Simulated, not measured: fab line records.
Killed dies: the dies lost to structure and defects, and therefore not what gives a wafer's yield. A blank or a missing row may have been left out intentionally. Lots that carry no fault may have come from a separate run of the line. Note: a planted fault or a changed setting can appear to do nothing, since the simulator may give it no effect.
Which tool was responsible? -- flow nand harc -- Sampling: 6 lots, 18 wafers, 4 of 1302 route steps

WHAT THE GAUGES READ, wafer by wafer
NHARC_END_SORT_01.
lot,measured,on,killed at other
L349,day 26 03:16,prober-02,1 1 1
L356,day 29 22:43,prober-01,0
L360,day 31 00:04,prober-01,0 0 1
L361,day 31 23:30,prober-02,1 0 0

EACH LOT AND THE TOOL THAT RAN IT (in order: tool; ch and the chambers of the sampled wafers; start)
lot,NHARC_P_M1_ETCH_28,NHARC_P_M1_DEGAS_29,NHARC_P_M1_ANNEAL_31
L347,"rie diel-13 ch 0,2,3, day 6 21:42","pvd sputter-03, day 6 22:10","rtp anneal-02 ch 0, day 6 22:53"
L349,"rie diel-05 ch 0,1,3, day 8 04:05","pvd sputter-01, day 8 04:29","rtp anneal-01 ch 0, day 8 05:16"
L356,"rie diel-13 ch 0,1,3, day 10 21:36","pvd sputter-01, day 10 22:00","rtp anneal-02 ch 0, day 10 22:44"
L360,"rie diel-13 ch 0,1,2, day 12 11:53","pvd sputter-01, day 12 12:18","rtp anneal-01 ch 0, day 12 13:05"
L361,"rie diel-05 ch 1,2,3, day 13 03:37","pvd sputter-03, day 13 04:00","rtp anneal-02 ch 0, day 13 04:48"
L368,"rie diel-05 ch 0,1,2, day 15 16:29","pvd sputter-01, day 15 16:53","rtp anneal-02 ch 0, day 15 17:40"
- NHARC_P_M1_ETCH_28: etches the open film in CF4/N2, target depth 30 nm, time 72.99 s.
- NHARC_P_M1_DEGAS_29: time 60 s.
- NHARC_P_M1_ANNEAL_31: time 90 s.

THE ANSWER, worked out from the rows above alone
Rule: the lots themselves supply what counts as usual. The widest of any qualifying gaps counts: lots, ordered by their means at a reading, are off when they make up no more than a third of the lots, leave a main group of 4 or more, and stand apart from it by 3 or more times the standard deviation of that group's means. A main group whose means are all the same, to the digits that the tables above print for the reading, isn't used. Also off: a lot with no number at a reading for which 4 or more lots have one. The other lots that the step has rows for count as sound.
No lot is off at any reading shown: from this, nothing can be told.

WHAT HAD BEEN PUT IN BY THE SIMULATOR
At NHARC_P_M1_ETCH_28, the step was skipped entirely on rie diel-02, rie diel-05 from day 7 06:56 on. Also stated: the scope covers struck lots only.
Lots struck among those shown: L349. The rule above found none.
